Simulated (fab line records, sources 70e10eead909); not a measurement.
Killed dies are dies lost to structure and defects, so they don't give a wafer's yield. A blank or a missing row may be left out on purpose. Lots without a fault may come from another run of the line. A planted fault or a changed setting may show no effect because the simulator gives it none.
Chamber matching | flow nand_harc | NHARC_P_ZERO_WELL_DESCUM_54 on rie_diel-01: 4 sister chambers
The step chemistry O2, time 3 s. 14 wafers are shown with their chamber, then 7 later ones without.

WAFERS WITH THEIR CHAMBER
wafer  | chamber | showerhead_plenum_p_Torr (Torr) | oes_product_au (a.u.) | rf_vpp_V (V)
L080.2 | 3       | 2.07                            | 1.000                 | 58.0
L080.3 | 1       | 1.96                            | 1.018                 | 57.0
L080.5 | 1       | 1.97                            | 1.005                 | 57.7
L082.2 | 0       | 1.77                            | 0.983                 | 56.3
L082.4 | 2       | 1.92                            | 0.985                 | 57.1
L082.5 | 1       | 1.96                            | 1.001                 | 55.9
L083.2 | 3       | 2.07                            | 1.008                 | 57.5
L083.3 | 1       | 1.96                            | 1.002                 | 58.2
L083.6 | 3       | 2.07                            | 1.002                 | 60.0
L088.1 | 1       | 1.96                            | 1.004                 | 57.5
L088.3 | 3       | 2.06                            | 0.995                 | 59.0
L088.6 | 2       | 1.92                            | 0.997                 | 58.1
L091.3 | 2       | 1.91                            | 0.995                 | 58.0
L091.4 | 0       | 1.76                            | 0.997                 | 57.3

SIGNATURES (means of the wafers above)
reading                  | chamber 0 | chamber 1 | chamber 2 | chamber 3 | scatter within a chamber
showerhead_plenum_p_Torr | 1.7650    | 1.9620    | 1.9167    | 2.0675    | 0.00521
oes_product_au           | 0.99000   | 1.00600   | 0.99233   | 1.00125   | 0.00676
rf_vpp_V                 | 56.800    | 57.260    | 57.733    | 58.625    | 0.886
Rule: a wafer's distance from a chamber is the root of the sum, over the readings, of the square of ((its reading less the chamber's mean) divided by the reading's scatter). The wafer belongs to the nearest chamber; if the next one is less than 2 further off, it can't be placed. The scatter: the root of (the sum of the squares of (reading less its chamber's mean) over the shown wafers, divided by (wafers less chambers)).

WAFERS WITHOUT THEIR CHAMBER
wafer  | showerhead_plenum_p_Torr (Torr) | oes_product_au (a.u.) | rf_vpp_V (V)
L091.5 | 1.76                            | 0.996                 | 57.6
L095.2 | 2.05                            | 1.004                 | 58.1
L095.4 | 1.91                            | 0.992                 | 59.3
L095.5 | 1.95                            | 0.985                 | 58.2
L097.2 | 1.95                            | 0.983                 | 58.3
L097.3 | 1.91                            | 0.979                 | 56.0
L097.6 | 2.05                            | 0.992                 | 59.4

WHICH CHAMBER EACH WENT THROUGH
wafer  | from the rows above | in truth
L091.5 | 0                   | 0
L095.2 | 3                   | 3
L095.4 | 2                   | 2
L095.5 | 1                   | 1
L097.2 | 1                   | 1
L097.3 | 2                   | 2
L097.6 | 3                   | 3
Placed correctly: 7 of 7. Can't be placed from these rows: 0. Placed wrongly: 0.
